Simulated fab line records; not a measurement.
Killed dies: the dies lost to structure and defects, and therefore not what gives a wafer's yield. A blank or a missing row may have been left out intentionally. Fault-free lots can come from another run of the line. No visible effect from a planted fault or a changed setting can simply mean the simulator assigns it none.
Matching of chambers -- flow nandHarc -- NHARC_A_BLC_ALD_23 on aldMetal-03 has 4 sister chambers
The step deposits TiN, target thk 3 nm, pulse time 1 s, ald cycles 150. 4 wafers are shown with their chamber, then 8 later ones without.

WAFERS PAIRED WITH THEIR CHAMBERS
wafer,chamber,heaterPowerW (W)
L083.2,3,942
L083.3,0,1133
L083.5,1,963
L087.4,2,977

WAFERS WHOSE CHAMBER IS MISSING
wafer,heaterPowerW (W)
L087.5,1103
L087.6,1002
L089.1,959
L089.2,1141
L089.4,924
L091.2,933
L091.3,968
L091.6,1117

CHAMBER TAKEN BY EACH
wafer,from the rows above,in truth
L087.5,0,0
L087.6,can't be placed: 2 or 1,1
L089.1,can't be placed: 1 or 3 or 2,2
L089.2,0,0
L089.4,can't be placed: 3 or 1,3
L091.2,can't be placed: 3 or 1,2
L091.3,can't be placed: 1 or 2 or 3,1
L091.6,0,0
Placed correctly: 3 of 8. Not placeable from these rows: 5 (in 4, the candidates include the true chamber). 0 placed wrongly.
How it was worked out, from the rows above alone: a wafer's distance from a chamber is the root of the sum, over the readings, of the square of ((its reading less the chamber's mean) divided by the reading's scatter). The wafer belongs to the nearest chamber; if the next one is less than 2 further off, it can't be placed. Each chamber's mean is taken over the wafers shown for it. The scatter: with one shown wafer a chamber, the root of the mean of the squares of how far each hidden wafer lies from its nearest shown one.
